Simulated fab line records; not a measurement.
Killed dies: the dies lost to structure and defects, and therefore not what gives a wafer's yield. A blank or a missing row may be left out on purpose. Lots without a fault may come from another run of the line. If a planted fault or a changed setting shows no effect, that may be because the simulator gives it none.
Which tool was responsible? :: flow nand_harc :: Sampling: 11 lots, 33 wafers, 5 of 1302 route steps

WHAT THE GAUGES READ, wafer by wafer
NHARC_END_SORT_01.
lot: L316
measured: day 30 04:33
on: prober-01
killed_at_array: 660 66 74

WHAT TOOL EACH LOT RAN ON (gives the tool, then ch and the chambers of the sampled wafers, and finally the start)
lot: L303
NHARC_A_STAIRCASE_TRIM_12: rie_diel-09 ch 1,2,3, day 16 02:27
NHARC_A_STAIRCASE_TRIM_16: rie_diel-09 ch 0,1,3, day 16 04:15 or earlier
NHARC_A_STAIRCASE_TRIM_26: rie_diel-06 ch 1,3, day 16 04:15
NHARC_A_STAIRCASE_DESCUM_186: rie_diel-09 ch 0,3, day 16 06:05

lot: L305
NHARC_A_STAIRCASE_TRIM_12: rie_diel-06 ch 0,3, day 16 22:43
NHARC_A_STAIRCASE_TRIM_16: rie_diel-06 ch 0,2,3, day 17 00:31 or earlier
NHARC_A_STAIRCASE_TRIM_26: rie_diel-06 ch 0,1,3, day 17 00:31
NHARC_A_STAIRCASE_DESCUM_186: rie_diel-09 ch 1,2,3, day 17 02:23

lot: L306
NHARC_A_STAIRCASE_TRIM_12: rie_diel-09 ch 0,1,2, day 17 10:25
NHARC_A_STAIRCASE_TRIM_16: rie_diel-09 ch 0,3, day 17 12:25 or earlier
NHARC_A_STAIRCASE_TRIM_26: rie_diel-09 ch 0,3, day 17 12:25
NHARC_A_STAIRCASE_DESCUM_186: rie_diel-03 ch 1,3, day 17 14:21

lot: L310
NHARC_A_STAIRCASE_TRIM_12: rie_diel-03 ch 0,2,3, day 18 10:58
NHARC_A_STAIRCASE_TRIM_16: rie_diel-03 ch 1,2,3, day 18 12:43 or earlier
NHARC_A_STAIRCASE_TRIM_26: rie_diel-06 ch 0,1,3, day 18 12:43
NHARC_A_STAIRCASE_DESCUM_186: rie_diel-03 ch 0,1, day 18 14:26

lot: L312
NHARC_A_STAIRCASE_TRIM_12: rie_diel-09 ch 1,2, day 20 01:15
NHARC_A_STAIRCASE_TRIM_16: rie_diel-09 ch 1,3, day 20 06:53 or earlier
NHARC_A_STAIRCASE_TRIM_26: rie_diel-09 ch 0,2,3, day 20 06:53
NHARC_A_STAIRCASE_DESCUM_186: rie_diel-09 ch 1,3, day 20 08:53

lot: L318
NHARC_A_STAIRCASE_TRIM_12: rie_diel-06 ch 0,2, day 21 19:45
NHARC_A_STAIRCASE_TRIM_16: rie_diel-06 ch 0,1, day 21 21:50 or earlier
NHARC_A_STAIRCASE_TRIM_26: rie_diel-03 ch 1,3, day 21 21:50
NHARC_A_STAIRCASE_DESCUM_186: rie_diel-03 ch 0,2,3, day 21 23:40

lot: L316
NHARC_A_STAIRCASE_TRIM_12: rie_diel-03 ch 0,1,2, day 21 20:27
NHARC_A_STAIRCASE_TRIM_16: rie_diel-03 ch 0,1,2, day 21 22:38 or earlier
NHARC_A_STAIRCASE_TRIM_26: rie_diel-06 ch 0,1,3, day 21 22:38
NHARC_A_STAIRCASE_DESCUM_186: rie_diel-03 ch 0,1,3, day 22 00:27

lot: L321
NHARC_A_STAIRCASE_TRIM_12: rie_diel-09 ch 0,3, day 22 21:54
NHARC_A_STAIRCASE_TRIM_16: rie_diel-09 ch 0,2, day 22 23:40 or earlier
NHARC_A_STAIRCASE_TRIM_26: rie_diel-09 ch 0,1,2, day 22 23:40
NHARC_A_STAIRCASE_DESCUM_186: rie_diel-06 ch 2,3, day 23 01:31

lot: L323
NHARC_A_STAIRCASE_TRIM_12: rie_diel-06 ch 0,2,3, day 24 08:37
NHARC_A_STAIRCASE_TRIM_16: rie_diel-06 ch 0,3, day 24 13:11 or earlier
NHARC_A_STAIRCASE_TRIM_26: rie_diel-06 ch 0,1,2, day 24 13:11
NHARC_A_STAIRCASE_DESCUM_186: rie_diel-03 ch 1,2,3, day 24 15:02

lot: L325
NHARC_A_STAIRCASE_TRIM_12: rie_diel-03 ch 0,1,2, day 24 08:46
NHARC_A_STAIRCASE_TRIM_16: rie_diel-03 ch 0,2,3, day 24 10:38 or earlier
NHARC_A_STAIRCASE_TRIM_26: rie_diel-09 ch 0,1,3, day 24 10:38
NHARC_A_STAIRCASE_DESCUM_186: rie_diel-09 ch 0,2,3, day 24 12:29

lot: L324
NHARC_A_STAIRCASE_TRIM_12: rie_diel-03 ch 1,3, day 24 08:58
NHARC_A_STAIRCASE_TRIM_16: rie_diel-03 ch 2,3, day 24 10:53 or earlier
NHARC_A_STAIRCASE_TRIM_26: rie_diel-03 ch 0,3, day 24 10:53
NHARC_A_STAIRCASE_DESCUM_186: rie_diel-09 ch 1,3, day 24 12:43
- NHARC_A_STAIRCASE_TRIM_12: chemistry O2, time 211.2 s.
- NHARC_A_STAIRCASE_TRIM_16: chemistry O2, time 211.2 s.
- NHARC_A_STAIRCASE_TRIM_26: chemistry O2, time 211.2 s.
- NHARC_A_STAIRCASE_DESCUM_186: chemistry O2, time 3 s.

THE ANSWER, worked out from the rows above alone
Rule: the usual values come from the lots themselves. The widest of any qualifying gaps counts: lots, ordered by their means at a reading, are off when they make up no more than a third of the lots, leave a main group of 4 or more, and stand apart from it by 3 or more times the standard deviation of that group's means. The tables above print the reading to a certain number of digits; a main group whose means all agree to those digits is not used. Also off: a lot with no number at a reading for which 4 or more lots have one. Any other lot the step has rows for is counted as sound.
No lot is off on any of the readings shown, so nothing can be concluded from this.

WHAT THE SIMULATOR PUT IN
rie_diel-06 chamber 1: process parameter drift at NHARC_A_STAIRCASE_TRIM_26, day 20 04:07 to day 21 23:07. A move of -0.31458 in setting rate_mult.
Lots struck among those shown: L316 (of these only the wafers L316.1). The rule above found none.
